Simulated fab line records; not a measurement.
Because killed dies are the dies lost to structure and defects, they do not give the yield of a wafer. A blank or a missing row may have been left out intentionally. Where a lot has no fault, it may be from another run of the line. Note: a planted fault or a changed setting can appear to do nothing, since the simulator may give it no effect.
Matching of chambers ; flow n5Finfet ; N5_FIN_SAQP_HM_DEP_03 on pecvd-01 has 3 sister chambers
The step deposits SiNx from SiH4/NH3/N2, target thk 38 nm, time 33.6 s. 16 wafers are shown with their chamber, then 8 later ones without.

## WAFERS, EACH WITH ITS CHAMBER
wafer;chamber;throttleValvePct (%);showerheadPlenumPTorr (Torr);heaterPowerW (W)
L074.3;0;38.8;5.18;737
L074.4;1;42.2;5.13;797
L074.6;0;38.8;5.18;744
L078.3;0;38.8;5.19;664
L078.5;1;42.3;5.14;831
L078.6;2;36.5;5.15;807
L080.1;0;39.2;5.20;717
L080.2;2;36.5;5.16;723
L080.3;1;42.1;5.13;834
L082.4;1;42.3;5.14;894
L082.5;2;36.7;5.13;803
L082.6;0;39.0;5.19;746
L090.2;2;36.6;5.15;785
L090.4;2;36.8;5.16;789
L090.6;2;36.6;5.14;788
L091.2;0;39.1;5.20;678

SIGNATURES (averages over the wafers above)
reading;chamber 0;chamber 1;chamber 2;scatter within a chamber
throttleValvePct;38.950;42.225;36.617;0.139
showerheadPlenumPTorr;5.1900;5.1350;5.1483;0.00954
heaterPowerW;714.33;839.00;782.50;34.8
Rule: a wafer lies at a distance from a chamber equal to the root of the sum of squares, over the readings, of (its reading less the chamber's mean, divided by the reading's scatter). If the next closest chamber is less than 2 further off than the closest, the wafer can't be placed; otherwise it belongs to the closest. The scatter: the root of (the sum of the squares of (reading less its chamber's mean) over the shown wafers, divided by (wafers less chambers)).

## WAFERS WHOSE CHAMBER IS MISSING
wafer;throttleValvePct (%);showerheadPlenumPTorr (Torr);heaterPowerW (W)
L091.4;42.3;5.14;953
L091.5;36.7;5.15;731
L092.1;36.8;5.16;726
L092.2;42.2;5.14;938
L092.5;42.1;5.14;941
L093.2;38.9;5.21;674
L093.4;36.8;5.16;718
L093.5;39.5;5.19;682

## CHAMBER TAKEN BY EACH
wafer;from the rows above;in truth
L091.4;1;1
L091.5;2;2
L092.1;2;2
L092.2;1;1
L092.5;1;1
L093.2;0;0
L093.4;2;2
L093.5;0;0
Correct placement for 8 of the 8. Left unplaced by these rows: 0. 0 placed wrongly.
